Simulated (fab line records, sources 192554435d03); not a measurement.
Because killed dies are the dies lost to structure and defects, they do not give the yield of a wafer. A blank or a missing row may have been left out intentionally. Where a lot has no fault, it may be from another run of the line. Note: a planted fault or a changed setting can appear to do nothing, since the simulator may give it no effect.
fab line records | flow n5Finfet
record: lots: 12 wafers: 34 lastDay: 17
route steps=1938 shown DUMMY_GATE@249 SPACER0@259 SD_EPI_N@288 PASSIVATION@1936
lots that met no fault: from a run of the same line without faults
startH: hours from the record's first day to the start of the lot's first wafer shown | waitH: time in hours since the lot's previous step | " the same as in the row above | L1.1+2: several wafers, shown together as one row | - either no value or no given start | * or withheld: withheld | < > ~ a bound
route shown NAME@n: names a module that has steps shown in the file, with the first one's number in the route | usual: mean and standard deviation over wafers with no fault | same: alike in all rows | chamber/n: place in a boat | sites: readings site by site | _std_site: their standard deviation | _edge_site: inner sites' mean taken away from outer sites' mean | radiusMm: for every site, how far away it sits from the centre of the wafer | mask NAME#n: copy n | behind: the most recent tool/chamber to have shaped the wafer | hold: what put the lot on hold/how long, in hours/how the hold closed | device: the transistor (n, p or np) that didn't switch | end of line: at the end of the route, the tests of the same wafers | a step with no rows: only its recipe | killed: dies that structure and defects cost at the first sort, which is not the same as the wafer's yield | map: a wafer's dies, x killed, . not, _ none there
set.NAME: the setting that was run; set.NAME@STEP: the one run at that earlier step | model.NAME: the simulator's own value behind a step, which no gauge read
one table for each step of the route and one row for each wafer, over a sample of lots
services: the hour from which a tool's chamber was out of use, counted from the record's first day as startH (under 0 if before that day), plus the number of hours and why
== steps ==
step: N5_DUMMY_GATE_CD_MEAS_24
recipe: targetCdNm: 15
usual: cdNm: 14.9/0.56
columns lot.wafer tool chamber startH waitH cdNm
L249.3 cdSem-03 - 47.51 0.1 16.1
L249.4 " - " " 14.8
L249.5 " - " " 14.1
L250.2 cdSem-02 - 52.89 0.1 15.0
L250.4 " - " " 13.5
L250.6 " - " " 15.0
L251.2 cdSem-03 - 64.00 0.1 14.3
L251.5 " - " " 13.8
L251.6 " - " " 14.5
L252.1 cdSem-03 - 64.55 0.1 14.5
L252.2 " - " " 15.9
L252.5 " - " " 14.9
L253.1 cdSem-01 - 71.67 0.1 14.6
L253.2 " - " " 15.1
L253.6 " - " " 14.7
L254.4 cdSem-03 - 77.18 0.1 15.3
L254.5 " - " " 14.6
L255.1 cdSem-02 - 82.34 0.1 15.2
L255.3 " - " " 14.0
L255.5 " - " " 14.2
L260.1 cdSem-01 - 112.53 0.1 15.4
L260.6 " - " " 14.5
L261.1 cdSem-01 - 123.13 0.1 14.8
L261.2 " - " " 14.9
L261.5 " - " " 14.5
L263.1 cdSem-03 - 131.04 0.1 14.6
L263.3 " - " " 15.5
L263.6 " - " " 15.4
L267.2 cdSem-02 - 156.79 0.1 15.8
L267.3 " - " " 14.7
L267.5 " - " " 15.7
L272.1 cdSem-03 - 184.79 0.1 14.6
L272.2 " - " " 14.1
L272.6 " - " " 14.9
step: N5_DUMMY_GATE_ETCH_42
recipe: chemistry: CHF3/O2 target: SiO2 targetDepthA: 35 timeS: 31 ionEnergyEv: 30 biasW: 12 pressureMtorr: 30 sourceW: 600 Ar_flow_sccm: 200 CHF3_flow_sccm: 50 O2_flow_sccm: 5
usual: drypumpMotorCurrentA: 5.86/0.26 oesProductAu: 0.77/0.069 rfVppV: 42.4/1.3 showerheadPlenumPTorr: 2.42/0.063 throttleValvePct: 18.77/0.22
same: timeS: 31
columns lot.wafer tool chamber startH waitH drypumpMotorCurrentA oesProductAu rfHoursCounterH rfVppV showerheadPlenumPTorr throttleValvePct
L249.3 rieDiel-02 2 47.55 0.0 5.96 0.78 121 41.3 2.44 18.57
L249.4 " 2 " " 5.97 0.78 - 40.8 2.44 18.57
L249.5 " 0 " " 5.48 0.70 - 41.0 2.37 18.77
L250.2 rieDiel-03 2 52.93 0.0 6.05 0.84 50 40.1 2.45 18.68
L250.4 " 0 " " 5.77 0.79 129 41.8 2.33 18.83
L250.6 " 3 " " 5.82 0.72 - 43.1 2.47 18.57
L251.2 rieDiel-06 1 64.04 0.0 6.52 0.91 21 42.6 2.48 18.46
L251.5 " 3 " " 5.80 0.72 - 42.0 2.41 19.09
L251.6 " 1 " " 6.52 0.91 - 41.3 2.48 18.47
L252.1 rieDiel-02 1 64.60 0.0 5.97 0.90 23 44.9 2.56 18.48
L252.2 " 2 " " 5.92 0.78 126 42.6 2.44 18.57
L252.5 " 1 " " 6.01 0.90 - 43.8 2.56 18.48
L253.1 rieDiel-02 1 71.72 0.0 5.98 0.89 25 43.6 2.56 18.50
L253.2 " 2 " " 5.94 0.78 127 42.9 2.44 18.59
L253.6 " 1 " " 5.96 0.89 - 43.1 2.56 18.50
L254.4 rieDiel-03 3 77.39 0.2 5.82 0.72 195 42.4 2.47 18.59
L254.5 " 1 " " 5.48 0.72 - 42.6 2.41 19.16
L255.1 rieDiel-02 1 82.39 0.0 5.98 0.89 29 44.0 2.56 18.50
L255.3 " 2 " " 5.95 0.77 131 41.6 2.43 18.57
L255.5 " 3 " " 6.15 0.69 - 40.8 2.39 18.81
L260.1 rieDiel-06 1 112.58 0.0 6.50 0.88 35 43.3 2.47 18.51
L260.6 " 3 " " 5.77 0.71 - 42.6 2.40 19.11
L261.1 rieDiel-02 1 123.18 0.0 5.98 0.85 42 44.1 2.55 18.54
L261.2 " 2 " " 5.93 0.76 145 41.8 2.43 18.61
L261.5 " 2 " " 5.97 0.76 - 42.7 2.43 18.62
L263.1 rieDiel-02 2 131.09 0.0 5.98 0.76 147 40.8 2.43 18.62
L263.3 " 3 " " 6.15 0.68 251 40.9 2.38 18.82
L263.6 " 2 " " 5.98 0.77 - 42.5 2.43 18.61
L267.2 rieDiel-03 0 156.83 0.0 5.74 0.78 160 41.8 2.32 18.90
L267.3 " 1 " " 5.48 0.70 199 44.4 2.40 19.21
L267.5 " 1 " " 5.46 0.72 - 43.2 2.40 19.21
L272.1 rieDiel-03 0 184.84 0.0 5.73 0.77 167 42.6 2.32 18.90
L272.2 " 1 " " 5.46 0.69 206 43.4 2.40 19.23
L272.6 " 3 " " 5.84 0.71 - 42.5 2.46 18.63
step: N5_SPACER0_ALD_00
recipe: material: SiOCN targetThkA: 35 tempC: 400 aldPrecursorFamily: alkyl-aminosilane aldCoReactant: O2/N2-plasma pulseTimeS: 3 purgeTimeS: 2 coReactantPurgeTimeS: 2 aldCycles: 58 pressureTorr: 2
usual: heaterPowerW: 823/67 precursorPulseHeightRel: 0.998/0.02
columns lot.wafer tool chamber startH waitH heaterPowerW precursorPulseHeightRel
L249.3 aldSin-04 0 48.15 0.1 794 1.004
L249.4 " 3 " " 787 0.997
L249.5 " 1 " " 756 0.993
L250.2 aldSin-03 3 53.36 0.1 847 1.006
L250.4 " 1 " " 842 0.990
L250.6 " 2 " " 814 0.961
L251.2 aldSin-04 0 64.50 0.1 809 1.009
L251.5 " 3 " " 779 1.011
L251.6 " 0 " " 798 0.974
L252.1 aldSin-04 1 65.03 0.1 760 0.997
L252.2 " 3 " " 801 1.016
L252.5 " 1 " " 759 1.005
L253.1 aldSin-04 0 72.23 0.1 810 0.994
L253.2 " 3 " " 793 0.995
L253.6 " 3 " " 793 1.018
L254.4 aldSin-01 3 77.89 0.1 737 0.985
L254.5 " 0 " " 927 0.994
L255.1 aldSin-04 1 82.81 0.1 778 0.987
L255.3 " 3 " " 790 0.965
L255.5 " 0 " " 824 0.982
L260.1 aldSin-01 0 113.01 0.1 925 0.998
L260.6 " 3 " " 754 0.987
L261.1 aldSin-01 1 124.03 0.1 755 0.958
L261.2 " 3 " " 736 0.993
L261.5 " 0 " " 943 0.996
L263.1 aldSin-04 3 131.52 0.1 804 1.004
L263.3 " 0 " " 819 1.033
L263.6 " 0 " " 798 1.013
L267.2 aldSin-01 1 157.31 0.1 724 0.983
L267.3 " 0 " " 958 0.981
L267.5 " 2 " " 920 0.980
L272.1 aldSin-04 0 185.47 0.1 802 0.976
L272.2 " 2 " " 885 1.000
L272.6 " 0 " " 781 1.000
step: N5_SD_EPI_N_EPI_21
recipe: material: Si:P dopant: P tempC: 680 pressureTorr: 255 timeS: 690
usual: susceptorTempC: 680.0/0.31 susceptor_temp_C_max: 681.4/0.4
same: timeS: 690
columns lot.wafer tool chamber startH waitH susceptorTempC susceptor_temp_C_max
L249.3 epiRpcvd-01 0 51.61 0.9 680.4 681.6
L249.4 " 0 " " 679.9 681.6
L249.5 " 0 " " 679.6 681.5
L250.2 epiRpcvd-01 0 56.63 0.5 680.0 681.3
L250.4 " 0 " " 680.2 681.6
L250.6 " 0 " " 680.5 682.3
L251.2 epiRpcvd-04 0 67.23 0.4 679.9 681.2
L251.5 " 0 " " 679.8 681.7
L251.6 " 0 " " 679.9 681.3
L252.1 epiRpcvd-01 0 67.63 0.1 679.2 680.4
L252.2 " 0 " " 679.6 680.8
L252.5 " 0 " " 679.6 681.1
L253.1 epiRpcvd-02 0 74.78 0.1 680.2 681.5
L253.2 " 0 " " 679.7 680.9
L253.6 " 0 76.18 1.4 680.1 681.4
L254.4 epiRpcvd-02 0 81.19 0.9 680.2 681.4
L254.5 " 0 " " 680.6 682.0
L255.1 epiRpcvd-04 0 85.38 0.1 680.1 681.6
L255.3 " 0 " " 680.6 682.4
L255.5 " 0 " " 679.8 681.1
L260.1 epiRpcvd-02 0 115.87 0.1 679.7 681.1
L260.6 " 0 117.27 1.4 680.0 681.0
L261.1 epiRpcvd-01 0 127.50 0.1 676.9 678.3
L261.2 " 0 " " 676.8 678.6
L261.5 " 0 " " 677.1 678.5
L263.1 epiRpcvd-01 0 134.19 0.1 677.2 678.5
L263.3 " 0 " " 676.8 678.3
L263.6 " 0 " " 677.1 678.4
L267.2 epiRpcvd-02 0 160.32 0.4 679.5 680.9
L267.3 " 0 " " 680.3 681.5
L267.5 " 0 " " 679.9 681.1
L272.1 epiRpcvd-02 0 188.09 0.1 679.8 680.8
L272.2 " 0 " " 679.9 681.0
L272.6 " 0 189.49 1.4 679.5 680.7
step: N5_PASSIVATION_PROBE_49
usual: killed_at_M0_to_M3: 35/11 killed_at_M4_up: 13/5.7 killedAtContacts: 12/5.7 killedAtFrontEnd: 40/11 killedAtOther: 4/4.4 killedDies: 105/18 killedOnRim: 14/3.9 killedOpen: 68/14 killedShort: 34/7.4
same: grossDies: 1180 killedAtBackSide: 0
columns lot.wafer tool chamber startH waitH killed_at_M0_to_M3 killed_at_M4_up killedAtContacts killedAtFrontEnd killedAtOther killedDies killedOnRim killedOpen killedShort
L249.3 prober-02 - 261.83 0.9 36 10 12 48 23 129 19 71 46
L249.4 prober-02 - 261.88 0.9 32 14 2 40 10 98 10 61 32
L249.5 prober-02 - 261.93 1.0 52 26 10 29 5 122 16 84 37
L250.2 prober-01 - 268.49 0.1 26 16 5 42 14 103 15 66 36
L250.4 prober-01 - 268.59 0.2 31 28 2 56 13 130 18 94 36
L250.6 prober-01 - 268.69 0.3 31 26 11 35 12 115 17 87 26
L252.1 prober-01 - 268.74 0.0 28 18 16 57 7 126 16 86 39
L252.2 prober-01 - 268.79 0.1 54 24 8 36 1 123 12 87 36
L252.5 prober-01 - 268.94 0.2 42 13 9 54 2 120 20 83 36
L253.1 prober-01 - 282.14 0.0 35 13 27 56 2 133 19 111 21
L253.2 prober-01 - 282.19 0.1 34 20 19 49 3 125 13 80 42
L253.6 prober-01 - 282.39 0.3 26 12 6 43 2 89 12 69 20
L251.2 prober-01 - 282.71 0.1 50 10 8 36 4 108 11 66 40
L251.5 prober-01 - 282.86 0.2 32 5 8 30 10 85 15 54 23
L251.6 prober-01 - 282.91 0.3 47 10 13 32 0 102 12 69 32
L255.1 prober-01 - 291.32 0.0 39 10 14 20 12 95 14 57 37
L255.3 prober-01 - 291.42 0.1 31 26 16 45 6 124 10 84 39
L255.5 prober-01 - 291.52 0.2 37 21 18 37 7 120 10 85 29
L254.4 prober-02 - 296.20 0.2 39 17 17 43 0 116 17 88 28
L254.5 prober-02 - 296.25 0.2 41 15 6 32 8 102 13 64 28
L261.1 prober-01 - 327.48 0.0 49 11 24 49 4 137 27 87 38
L261.2 prober-01 - 327.53 0.1 43 11 12 50 1 117 15 76 41
L261.5 prober-01 - 327.68 0.2 31 15 12 29 1 88 12 65 14
L260.1 prober-02 - 332.75 0.0 16 9 3 27 5 60 11 38 22
L260.6 prober-02 - 333.00 0.3 11 15 12 30 1 69 9 46 22
L263.1 prober-02 - 356.17 0.0 34 17 10 50 1 112 15 76 34
L263.3 prober-02 - 356.27 0.1 51 17 6 43 3 120 11 75 42
L263.6 prober-02 - 356.42 0.3 41 7 15 34 6 103 17 66 37
L267.2 prober-01 - 383.15 0.1 24 19 29 39 1 112 17 75 31
L267.3 prober-01 - 383.20 0.1 23 16 9 36 1 85 8 53 30
L267.5 prober-01 - 383.30 0.2 21 9 9 50 2 91 22 53 32
L272.1 prober-02 - 405.36 0.0 26 10 12 49 6 103 15 61 31
L272.2 prober-02 - 405.41 0.1 41 5 16 27 0 89 8 68 21
L272.6 prober-02 - 405.61 0.3 32 9 21 47 4 113 14 68 39
killed by level:class
L249.3 GATE_CUT:geometricParticle:short=7 BEOL_M0_SAQP:geometricParticle:open=7 BEOL_M1:geometricParticle:short=7 HKMG_FIN:areaEtch=7 FIN_SAQP:geometricParticle:open=6 DUMMY_GATE:geometricParticle:open=6 BEOL_M2:geometricParticle:open=6 GATE_CUT:geometricParticle:open=6
L249.4 FIN_SAQP:geometricParticle:open=16 FIN_SAQP:geometricParticle:short=8 BEOL_M3:geometricParticle:open=8 BEOL_M0_SAQP:geometricParticle:open=5 BEOL_M4:geometricParticle:open=5 DUMMY_GATE:geometricParticle:open=4 BEOL_M0_SAQP:geometricParticle:short=4 BEOL_M0:geometricParticle:open=4
L249.5 BEOL_M3:geometricParticle:open=14 BEOL_M5:geometricParticle:open=11 BEOL_M0_SAQP:geometricParticle:open=10 MOL_CONTACT_COAG:geometricParticle:open=8 BEOL_M1:geometricParticle:short=8 FIN_SAQP:geometricParticle:open=5 STI_FIN_REVEAL:geometricParticle:open=5 BEOL_M1:geometricParticle:open=5
L250.2 STI_FIN_REVEAL:geometricParticle:open=17 BEOL_M1:geometricParticle:open=10 BEOL_M4:geometricParticle:open=8 PAD_METAL:geometricParticle:short=8 BEOL_M0_SAQP:geometricParticle:short=6 FIN_SAQP:geometricParticle:open=5 PAD_METAL:geometricParticle:open=5 STARTING-WAFER:geometricParticle:short=5
L250.4 BEOL_M4:geometricParticle:open=17 FIN_SAQP:geometricParticle:open=14 STI_FIN_REVEAL:geometricParticle:open=9 BEOL_M0_SAQP:geometricParticle:open=9 BEOL_M0_SAQP:geometricParticle:short=8 STARTING-WAFER:geometricParticle:short=6 FIN_SAQP:geometricParticle:short=5 DUMMY_GATE:geometricParticle:open=5
L250.6 BEOL_M4:geometricParticle:open=15 BEOL_M1:geometricParticle:open=12 FIN_SAQP:geometricParticle:open=10 FIN_SAQP:geometricParticle:short=9 MOL_CONTACT_COAG:geometricParticle:open=8 STI_FIN_REVEAL:geometricParticle:open=7 BEOL_M0:geometricParticle:open=5 BEOL_M2:geometricParticle:open=4
L252.1 STI_FIN_REVEAL:geometricParticle:open=23 FIN_SAQP:geometricParticle:open=11 BEOL_M0_SAQP:geometricParticle:open=11 MOL_CONTACT_COAG:geometricParticle:open=9 BEOL_M4:geometricParticle:open=9 MOL_CONTACT_COAG:geometricParticle:short=7 BEOL_M0_SAQP:geometricParticle:short=6 STI_FIN_REVEAL:geometricParticle:short=5
L252.2 BEOL_M4:geometricParticle:open=14 FIN_SAQP:geometricParticle:open=11 BEOL_M0_SAQP:geometricParticle:short=11 BEOL_M1:geometricParticle:open=10 BEOL_M3:geometricParticle:open=10 BEOL_M0_SAQP:geometricParticle:open=9 STI_FIN_REVEAL:geometricParticle:open=7 MOL_CONTACT_COAG:geometricParticle:open=7
L252.5 BEOL_M3:geometricParticle:open=19 FIN_SAQP:geometricParticle:open=18 STI_FIN_REVEAL:geometricParticle:open=7 BEOL_M4:geometricParticle:open=6 MOL_CONTACT_COAG:geometricParticle:open=6 BEOL_M1:geometricParticle:open=6 STI_FIN_REVEAL:geometricParticle:short=5 GATE_CUT:geometricParticle:short=5
L253.1 MOL_CONTACT_COAG:geometricParticle:open=24 STI_FIN_REVEAL:geometricParticle:open=18 FIN_SAQP:geometricParticle:open=16 BEOL_M2:geometricParticle:open=10 BEOL_M1:geometricParticle:open=9 FIN_SAQP:geometricParticle:short=6 BEOL_M0_SAQP:geometricParticle:open=6 BEOL_M0_SAQP:geometricParticle:short=5
L253.2 MOL_CONTACT_COAG:geometricParticle:open=14 FIN_SAQP:geometricParticle:short=11 STI_FIN_REVEAL:geometricParticle:open=11 BEOL_M1:geometricParticle:open=10 BEOL_M0_SAQP:geometricParticle:open=7 BEOL_M4:geometricParticle:open=7 BEOL_M0_SAQP:geometricParticle:short=6 MOL_CONTACT_COAG:geometricParticle:short=5
L253.6 STI_FIN_REVEAL:geometricParticle:open=16 DUMMY_GATE:geometricParticle:open=7 BEOL_M0_SAQP:geometricParticle:open=7 FIN_SAQP:geometricParticle:open=6 MOL_CONTACT_COAG:geometricParticle:open=6 BEOL_M0_SAQP:geometricParticle:short=6 BEOL_M3:geometricParticle:open=5 STI_FIN_REVEAL:geometricParticle:short=4
L251.2 BEOL_M0_SAQP:geometricParticle:short=14 BEOL_M0_SAQP:geometricParticle:open=9 BEOL_M2:geometricParticle:open=9 STI_FIN_REVEAL:geometricParticle:open=7 FIN_SAQP:geometricParticle:open=6 MOL_CONTACT_COAG:geometricParticle:open=5 BEOL_M3:geometricParticle:open=5 FIN_SAQP:geometricParticle:short=4
L251.5 STI_FIN_REVEAL:geometricParticle:open=14 BEOL_M0_SAQP:geometricParticle:short=9 BEOL_M3:geometricParticle:open=7 MIM_TOP_ETCH:areaEtch=7 MOL_CONTACT_COAG:geometricParticle:open=6 BEOL_M0_SAQP:geometricParticle:open=5 FIN_SAQP:geometricParticle:open=3 DUMMY_GATE:geometricParticle:open=3
L251.6 BEOL_M2:geometricParticle:open=15 FIN_SAQP:geometricParticle:short=14 BEOL_M3:geometricParticle:open=14 MOL_CONTACT_COAG:geometricParticle:open=13 BEOL_M0_SAQP:geometricParticle:short=9 STI_FIN_REVEAL:geometricParticle:open=7 BEOL_M0_SAQP:geometricParticle:open=3 BEOL_M6:geometricParticle:open=3
L255.1 BEOL_M0_SAQP:geometricParticle:short=12 MOL_CONTACT_COAG:geometricParticle:open=11 BEOL_M0_SAQP:geometricParticle:open=9 BEOL_M1:geometricParticle:open=8 STI_FIN_REVEAL:geometricParticle:open=5 PASS1_CAP:geometricParticle:short=3 DUMMY_GATE:geometricParticle:open=3 MOL_CONTACT_COAG:geometricParticle:short=3
L255.3 DUMMY_GATE:geometricParticle:open=10 MOL_CONTACT_COAG:geometricParticle:open=10 BEOL_M4:geometricParticle:open=10 FIN_SAQP:geometricParticle:open=7 BEOL_M3:geometricParticle:open=7 BEOL_M8:geometricParticle:open=7 FIN_SAQP:geometricParticle:short=6 STARTING-WAFER:geometricParticle:open=6
L255.5 MOL_CONTACT_COAG:geometricParticle:open=16 BEOL_M3:geometricParticle:open=10 BEOL_M1:geometricParticle:open=9 BEOL_M4:geometricParticle:open=9 FIN_SAQP:geometricParticle:open=4 DUMMY_GATE:geometricParticle:open=4 BEOL_M0_SAQP:geometricParticle:short=4 STARTING-WAFER:geometricParticle:open=4
L254.4 MOL_CONTACT_COAG:geometricParticle:open=17 BEOL_M0_SAQP:geometricParticle:open=10 BEOL_M3:geometricParticle:open=10 FIN_SAQP:geometricParticle:open=9 BEOL_M4:geometricParticle:open=9 STI_FIN_REVEAL:geometricParticle:open=8 BEOL_M0:geometricParticle:open=7 GATE_CUT:geometricParticle:short=6
L254.5 BEOL_M3:geometricParticle:open=9 BEOL_M0_SAQP:geometricParticle:open=8 MIM_TOP_ETCH:areaEtch=8 STI_FIN_REVEAL:geometricParticle:open=7 FIN_SAQP:geometricParticle:open=6 BEOL_M2:geometricParticle:open=6 STARTING-WAFER:geometricParticle:open=6 MOL_CONTACT_COAG:geometricParticle:open=5
L261.1 MOL_CONTACT_COAG:geometricParticle:open=21 BEOL_M0_SAQP:geometricParticle:open=19 BEOL_M0_SAQP:geometricParticle:short=13 FIN_SAQP:geometricParticle:open=11 FIN_SAQP:geometricParticle:short=9 HKMG_FIN:areaEtch=8 STI_FIN_REVEAL:geometricParticle:open=7 BEOL_M3:geometricParticle:open=7
L261.2 FIN_SAQP:geometricParticle:open=12 BEOL_M1:geometricParticle:open=11 FIN_SAQP:geometricParticle:short=10 MOL_CONTACT_COAG:geometricParticle:open=10 BEOL_M0_SAQP:geometricParticle:open=8 BEOL_M0_SAQP:geometricParticle:short=8 BEOL_M4:geometricParticle:open=7 STI_FIN_REVEAL:geometricParticle:open=6
L261.5 BEOL_M1:geometricParticle:open=11 MOL_CONTACT_COAG:geometricParticle:open=10 FIN_SAQP:geometricParticle:open=8 BEOL_M0_SAQP:geometricParticle:open=7 BEOL_M3:geometricParticle:open=6 BEOL_M4:geometricParticle:open=6 FIN_CUT:areaEtch=6 GATE_CUT:geometricParticle:short=4
L260.1 BEOL_M1:geometricParticle:open=8 FIN_SAQP:geometricParticle:short=7 FIN_SAQP:geometricParticle:open=5 BEOL_M4:geometricParticle:open=4 BEOL_M0_SAQP:geometricParticle:short=3 BEOL_M0_SAQP:geometricParticle:open=3 STARTING-WAFER:geometricParticle:open=3 STI_FIN_REVEAL:geometricParticle:open=2
L260.6 MOL_CONTACT_COAG:geometricParticle:open=10 BEOL_M4:geometricParticle:open=9 STI_FIN_REVEAL:geometricParticle:open=8 FIN_SAQP:geometricParticle:short=7 BEOL_M0_SAQP:geometricParticle:open=4 FIN_SAQP:geometricParticle:open=3 STI_FIN_REVEAL:geometricParticle:short=3 BEOL_M2:geometricParticle:open=3
L263.1 FIN_SAQP:geometricParticle:open=13 MOL_CONTACT_COAG:geometricParticle:open=9 FIN_SAQP:geometricParticle:short=8 STI_FIN_REVEAL:geometricParticle:open=8 BEOL_M3:geometricParticle:open=7 BEOL_M4:geometricParticle:open=7 ILD0:geometricParticle:short=6 BEOL_M0_SAQP:geometricParticle:short=6
L263.3 BEOL_M0_SAQP:geometricParticle:short=13 BEOL_M0_SAQP:geometricParticle:open=12 FIN_SAQP:geometricParticle:open=10 BEOL_M1:geometricParticle:open=10 BEOL_M4:geometricParticle:open=10 GATE_CUT:geometricParticle:short=9 BEOL_M2:geometricParticle:open=7 DUMMY_GATE:geometricParticle:open=6
L263.6 FIN_SAQP:geometricParticle:open=19 MOL_CONTACT_COAG:geometricParticle:open=11 BEOL_M3:geometricParticle:open=10 BEOL_M0_SAQP:geometricParticle:short=7 BEOL_M2:geometricParticle:open=7 BEOL_M0_SAQP:geometricParticle:open=6 FIN_SAQP:geometricParticle:short=5 BEOL_M0:geometricParticle:open=5
L267.2 MOL_CONTACT_COAG:geometricParticle:open=22 BEOL_M4:geometricParticle:open=10 FIN_SAQP:geometricParticle:short=7 FIN_SAQP:geometricParticle:open=7 MOL_CONTACT_COAG:geometricParticle:short=7 ILD0:geometricParticle:open=6 BEOL_M0_SAQP:geometricParticle:short=6 BEOL_M1:geometricParticle:open=6
L267.3 BEOL_M0_SAQP:geometricParticle:open=8 FIN_SAQP:geometricParticle:open=7 FIN_SAQP:geometricParticle:short=7 MOL_CONTACT_COAG:geometricParticle:open=7 BEOL_M2:geometricParticle:open=7 STARTING-WAFER:geometricParticle:open=6 GATE_CUT:geometricParticle:short=4 BEOL_M4:geometricParticle:open=4
L267.5 FIN_SAQP:geometricParticle:short=8 FIN_SAQP:geometricParticle:open=7 STI_FIN_REVEAL:geometricParticle:open=7 MOL_CONTACT_COAG:geometricParticle:open=7 HKMG_FIN:areaEtch=6 BEOL_M2:geometricParticle:open=5 BEOL_M0_SAQP:geometricParticle:short=5 BEOL_M4:geometricParticle:open=5
L272.1 BEOL_M3:geometricParticle:open=13 STI_FIN_REVEAL:geometricParticle:open=12 FIN_SAQP:geometricParticle:open=8 FIN_SAQP:geometricParticle:short=8 MOL_CONTACT_COAG:geometricParticle:open=8 HKMG_FIN:areaEtch=8 BEOL_M2:geometricParticle:open=5 GATE_CUT:geometricParticle:short=4
L272.2 BEOL_M3:geometricParticle:open=17 MOL_CONTACT_COAG:geometricParticle:open=10 FIN_SAQP:geometricParticle:open=8 MOL_CONTACT_COAG:geometricParticle:short=6 BEOL_M1:geometricParticle:open=6 STI_FIN_REVEAL:geometricParticle:open=5 BEOL_M2:geometricParticle:open=5 BEOL_M3:geometricParticle:short=5
L272.6 MOL_CONTACT_COAG:geometricParticle:open=14 BEOL_M3:geometricParticle:open=11 FIN_SAQP:geometricParticle:open=7 MOL_CONTACT_COAG:geometricParticle:short=7 BEOL_M2:geometricParticle:open=7 GATE_CUT:geometricParticle:short=6 GATE_CUT:geometricParticle:open=6 BEOL_M1:geometricParticle:open=6
== services ==
columns tool chamber startH hours kind
rieDiel-02 3 44.06 5.9 repair
rieDiel-03 0 47.69 2.1 repair
rieDiel-06 2 58.47 8.6 repair
epiRpcvd-02 - 77.21 1.2 repair
aldSin-01 0 80.20 20.4 repair
rieDiel-02 0 84.26 23.0 repair
aldSin-04 - 85.70 14.0 pm
aldSin-04 0 85.70 14.0 ventCycle
aldSin-04 1 85.70 14.0 ventCycle
aldSin-04 2 85.70 14.0 ventCycle
aldSin-04 3 85.70 14.0 ventCycle
aldSin-04 0 99.70 - clean
aldSin-04 1 99.70 - clean
aldSin-04 2 99.70 - clean
aldSin-04 3 99.70 - clean
rieDiel-02 0 119.54 - clean
rieDiel-02 0 119.54 - consumableReplace:focusRing
rieDiel-02 0 119.54 13.2 scheduledDown
rieDiel-02 0 119.54 13.2 ventCycle
aldSin-03 0 126.03 3.6 repair
aldSin-01 1 129.96 14.0 repair
rieDiel-02 3 133.06 - clean
aldSin-01 - 176.92 14.0 pm
aldSin-03 1 186.99 105.9 repair
== key ==
firstSign: step: N5_SD_EPI_N_EPI_21 reading: susceptorTempC direction: down sigmas: 9.8 usual: * struck: *
effect: step: N5_SD_EPI_N_EPI_21 reading: susceptor_temp_C_max direction: down sigmas: 7.3 usual: * struck: *
metAt N5_SD_EPI_N_EPI_21
struckLots L261,L263
testerLeftOut L261,L263
notActingAt N5_DUMMY_GATE_CD_MEAS_24,N5_DUMMY_GATE_ETCH_42,N5_SPACER0_ALD_00
onsetBetween 67.63 127.50
fault: kind: processParameterDrift tool: epiRpcvd-01 chamber: - onsetH: 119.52 steps: N5_SD_EPI_N_EPI_21 channel: tempC offset: * shape: step endH: 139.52 actsIn: * stated: *
testerLeftOut: of these lots the tester's yield and bins aren't shown, on N5 and GAA mostly nor the transistor test; their killed dies are dies lost to structure and defects alone, not to doping, threshold or leakage, so they don't give the yield
